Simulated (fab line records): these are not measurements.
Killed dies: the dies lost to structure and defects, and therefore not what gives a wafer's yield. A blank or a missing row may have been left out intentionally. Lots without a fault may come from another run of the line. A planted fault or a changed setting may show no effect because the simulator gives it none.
Split-lot study / flow n5 finfet / 21 wafers read from 7 lots, route of 1938 steps

## THE SPLIT ITSELF
At N5_BEOL_M11_DEP_56 (deposits SiCN from 3MS/NH3, target thk 30 nm, time 10.5 s), the setting time s was moved away from the recipe's 10.5 s on 3 of the 21 wafers read, by -8.6% to +7.1%. The other wafers ran this setting at the recipe's value.

Reading taken at the split's own step.

## THE READING
SiCN_of_BEOL_M11_DEP_56.thk nm (the simulator's own value, which no gauge read), in nm, at N5_BEOL_M11_DEP_56 (deposits SiCN from 3MS/NH3, target thk 30 nm, time 10.5 s). No usual value for it is given in the file. Average 30.1 nm, standard deviation 0.27 nm, over the 18 wafers here run with the recipe.

wafer=L076.1; tool, chamber at the split=pecvd-04, 1; time s as run, s=10.5; against the recipe=recipe; SiCN_of_BEOL_M11_DEP_56.thk nm, nm=29.6; against lot-mates on the recipe=-
wafer=L076.3; tool, chamber at the split=pecvd-04, 0,1; time s as run, s=10.5; against the recipe=recipe; SiCN_of_BEOL_M11_DEP_56.thk nm, nm=30; against lot-mates on the recipe=-
wafer=L076.5; tool, chamber at the split=pecvd-04, 0,1; time s as run, s=10.5; against the recipe=recipe; SiCN_of_BEOL_M11_DEP_56.thk nm, nm=30; against lot-mates on the recipe=-
wafer=L081.3; tool, chamber at the split=pecvd-01, 1; time s as run, s=10.5; against the recipe=recipe; SiCN_of_BEOL_M11_DEP_56.thk nm, nm=29.6; against lot-mates on the recipe=-
wafer=L081.4; tool, chamber at the split=pecvd-01, 2,1; time s as run, s=10.5; against the recipe=recipe; SiCN_of_BEOL_M11_DEP_56.thk nm, nm=30.2; against lot-mates on the recipe=-
wafer=L081.6; tool, chamber at the split=pecvd-01, 2,1; time s as run, s=10.5; against the recipe=recipe; SiCN_of_BEOL_M11_DEP_56.thk nm, nm=30.2; against lot-mates on the recipe=-
wafer=L080.1; tool, chamber at the split=pecvd-02, 2; time s as run, s=11.25; against the recipe=+7.1%; SiCN_of_BEOL_M11_DEP_56.thk nm, nm=31.8; against lot-mates on the recipe=+1.8
wafer=L080.3; tool, chamber at the split=pecvd-02, 1; time s as run, s=10.5; against the recipe=recipe; SiCN_of_BEOL_M11_DEP_56.thk nm, nm=29.8; against lot-mates on the recipe=-
wafer=L080.6; tool, chamber at the split=pecvd-02, 0; time s as run, s=10.5; against the recipe=recipe; SiCN_of_BEOL_M11_DEP_56.thk nm, nm=30.2; against lot-mates on the recipe=-
wafer=L083.2; tool, chamber at the split=pecvd-04, 1,0; time s as run, s=10.5; against the recipe=recipe; SiCN_of_BEOL_M11_DEP_56.thk nm, nm=29.8; against lot-mates on the recipe=-
wafer=L083.5; tool, chamber at the split=pecvd-04, 1,0; time s as run, s=10.5; against the recipe=recipe; SiCN_of_BEOL_M11_DEP_56.thk nm, nm=29.8; against lot-mates on the recipe=-
wafer=L083.4; tool, chamber at the split=pecvd-04, 2; time s as run, s=10.5; against the recipe=recipe; SiCN_of_BEOL_M11_DEP_56.thk nm, nm=30.2; against lot-mates on the recipe=-
wafer=L095.1; tool, chamber at the split=pecvd-01, 2; time s as run, s=10.5; against the recipe=recipe; SiCN_of_BEOL_M11_DEP_56.thk nm, nm=30.2; against lot-mates on the recipe=-
wafer=L095.3; tool, chamber at the split=pecvd-01, 2; time s as run, s=10.5; against the recipe=recipe; SiCN_of_BEOL_M11_DEP_56.thk nm, nm=30.6; against lot-mates on the recipe=-
wafer=L095.4; tool, chamber at the split=pecvd-01, 1; time s as run, s=10.5; against the recipe=recipe; SiCN_of_BEOL_M11_DEP_56.thk nm, nm=30.4; against lot-mates on the recipe=-
wafer=L096.2; tool, chamber at the split=pecvd-02, 2; time s as run, s=10.5; against the recipe=recipe; SiCN_of_BEOL_M11_DEP_56.thk nm, nm=30; against lot-mates on the recipe=-
wafer=L096.4; tool, chamber at the split=pecvd-02, 1,2; time s as run, s=10.5; against the recipe=recipe; SiCN_of_BEOL_M11_DEP_56.thk nm, nm=30.2; against lot-mates on the recipe=-
wafer=L096.6; tool, chamber at the split=pecvd-02, 1,2; time s as run, s=10.5; against the recipe=recipe; SiCN_of_BEOL_M11_DEP_56.thk nm, nm=30.2; against lot-mates on the recipe=-
wafer=L097.1; tool, chamber at the split=pecvd-01, 1; time s as run, s=9.594; against the recipe=-8.6%; SiCN_of_BEOL_M11_DEP_56.thk nm, nm=27.4; against lot-mates on the recipe=-3.0
wafer=L097.3; tool, chamber at the split=pecvd-01, 1; time s as run, s=10.5; against the recipe=recipe; SiCN_of_BEOL_M11_DEP_56.thk nm, nm=30.4; against lot-mates on the recipe=-
wafer=L097.6; tool, chamber at the split=pecvd-01, 2; time s as run, s=9.594; against the recipe=-8.6%; SiCN_of_BEOL_M11_DEP_56.thk nm, nm=28; against lot-mates on the recipe=-2.4
The file does not say which wafer passed through which chamber wherever a row lists several chambers: such a row stands for several wafers.

THE FIT
A straight line over all 21 wafers: SiCN_of_BEOL_M11_DEP_56.thk nm changes by +0.266 nm for each +1% of time s; r = +0.95; the points scatter about the line by 0.28 nm.
The same after taking each lot's own level away (the mean of its wafers on the recipe; 21 wafers): +0.296 nm for each +1%; r = +0.97; scatter 0.22 nm.
Per that fit: largest time s move, reading shift of 2.6 nm.
From 29.87 to 30.40 nm: that is the span of the lots' own levels, equal to 2.0 times the standard deviation above.
So the slope is not independent of the lot-to-lot level: the two fits are not the same.
Check: -2.32 nm against its lot-mates is what the line predicts for one of the wafers moved furthest among these (-8.6%) when that wafer is left out of the fit. Against them it came out at -3 nm.

## FURTHER SPLITS ON THESE WAFERS
These wafers also went through other splits before the reading. Each is held against what the fit with the lots' levels taken away leaves over:
other split on the same wafers=N5_BEOL_M8_PECVD_70 time s; wafers away from the commonest value=5; r with SiCN_of_BEOL_M11_DEP_56.thk nm (lot level and that fit taken away)=+0.03
other split on the same wafers=N5_BEOL_M9_ILD_DEP_00 time s; wafers away from the commonest value=8; r with SiCN_of_BEOL_M11_DEP_56.thk nm (lot level and that fit taken away)=+0.18
other split on the same wafers=N5_BEOL_M9_ETCH_62 time s; wafers away from the commonest value=10; r with SiCN_of_BEOL_M11_DEP_56.thk nm (lot level and that fit taken away)=+0.17
other split on the same wafers=N5_BEOL_M10_EXPOSE_25 dose mj; wafers away from the commonest value=8; r with SiCN_of_BEOL_M11_DEP_56.thk nm (lot level and that fit taken away)=+0.06
other split on the same wafers=N5_BEOL_M10_VIA_ETCH_34 time s; wafers away from the commonest value=6; r with SiCN_of_BEOL_M11_DEP_56.thk nm (lot level and that fit taken away)=-0.12

## THE FILE'S OWN FIT
SiCN_of_BEOL_M11_DEP_56.thk nm changes by +0.288 nm for each +1% of time s, r = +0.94.
